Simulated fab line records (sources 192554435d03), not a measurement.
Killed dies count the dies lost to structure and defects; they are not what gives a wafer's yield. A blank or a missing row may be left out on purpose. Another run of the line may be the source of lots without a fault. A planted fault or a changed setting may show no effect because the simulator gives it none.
Problem report in the 8D (eight disciplines) form, filled by code    flow n5-finfet    the parts of the form that need people (team, actions taken, sign-off) are left out

## 1. WHAT WENT WRONG
CJ_P at N5_BEOL_M4_RC_MEAS_101 reads a mean of 4.54 on 3 wafers of 2 lots; wafers without a fault read 5.81 with a standard deviation of 0.14. That is -9.1 standard deviations from the usual mean.
First observed at day 10 06:29: wafer L752.3, on prober-02. Wafers with a number at this step in the record: 28, from 10 lots. Rule for "out", or "out of limits": more than 4 standard deviations from the usual mean. All remaining wafers that have a number are taken as sound.

## 2. WHAT IT IS, WHAT IT ISN'T
question                     is                      is not
which readings at this step  CJ_P, CJ_N, RS_PWELL    DIBL_P, IOFF_P, ION_N, SS_N, SS_P, VT_N, VT_P
which lots                   L752, L756              L744, L745, L746, L747, L758, L759, L761, L766
which wafers of those lots   L752.3, L756.2, L756.3  L752.1
read on which gauges         prober-01, prober-02    -
when                         from day 10 06:29       up to then (13 sound wafers); but 12 sound wafers of L758, L759, L761, L766 came after

## 3. THE SUSPECTS, EACH WITH WHAT RULES IT OUT
Counting: if a tool at a process step up to the reading ran every lot that is out, it stays a suspect. Sound lots after the first of them don't rule it out here, since some wafers of a struck lot are sound.
- the gauge at N5_BEOL_M4_RC_MEAS_101 has been ruled out. 2 gauges (prober-01, prober-02) read the wafers that are out.
- pecvd-02 at N5_ZERO_LAYER_PECVD_02 (deposits SiO2 from SiH4/N2O, target thk 10 nm, time 6 s): kept. Ran every lot that is out, first one L752 (day 3 18:17); last sound lot up to then L744 (day 1 18:17).
- pvd-sputter-03 at N5_BEOL_M4_SURFACE_TREAT_85: kept. Ran every lot that is out, first one L752 (day 10 03:09); last sound lot up to then L747 (day 8 17:54).
Remaining after the count are pecvd-02 at N5_ZERO_LAYER_PECVD_02 and pvd-sputter-03 at N5_BEOL_M4_SURFACE_TREAT_85.

## 4. THE CAUSE (what the simulator had put in)
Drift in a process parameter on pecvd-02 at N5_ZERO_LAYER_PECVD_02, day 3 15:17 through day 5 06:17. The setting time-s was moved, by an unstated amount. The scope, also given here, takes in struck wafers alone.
After counting, 2 suspects remain, this tool included.

## 5. THE EFFECT CHAIN, in route order
Each row: a reading where the mean over the struck wafers with a number is more than 3 standard deviations away from the usual. Readings are gone through only where the record gives a usual standard deviation; hours: the median, over the lots, of the time from a lot's start at the first step in this table giving one to that lot's start at this step; sigmas: the change measured in usual standard deviations.
hours  step                    reading   usual        on struck wafers  change  sigmas
0      N5_BEOL_M4_RC_MEAS_101  CJ_N      4.36         4.83              +0.47   +5.6
0      N5_BEOL_M4_RC_MEAS_101  CJ_P      5.81         4.54              -1.27   -9.1
0      N5_BEOL_M4_RC_MEAS_101  RS_PWELL  3006 ohm/sq  3120              +114    +4.8

## 6. WHAT WOULD HAVE CAUGHT IT SOONER
In this record the first reading out of limits at a measuring or inspecting step was taken at day 10 06:29, 159 hours after the fault began at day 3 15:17.
Of the tool readings at N5_ZERO_LAYER_PECVD_02 for which the record gives a usual standard deviation, none was out on any struck wafer, so an alarm limit of 4 standard deviations on them would not have fired.
By day 10 06:29 the whole set of lots that are out, 2 in number, had already begun N5_ZERO_LAYER_PECVD_02 on pecvd-02. Had the tool been put on hold then, not one of them would have been saved.
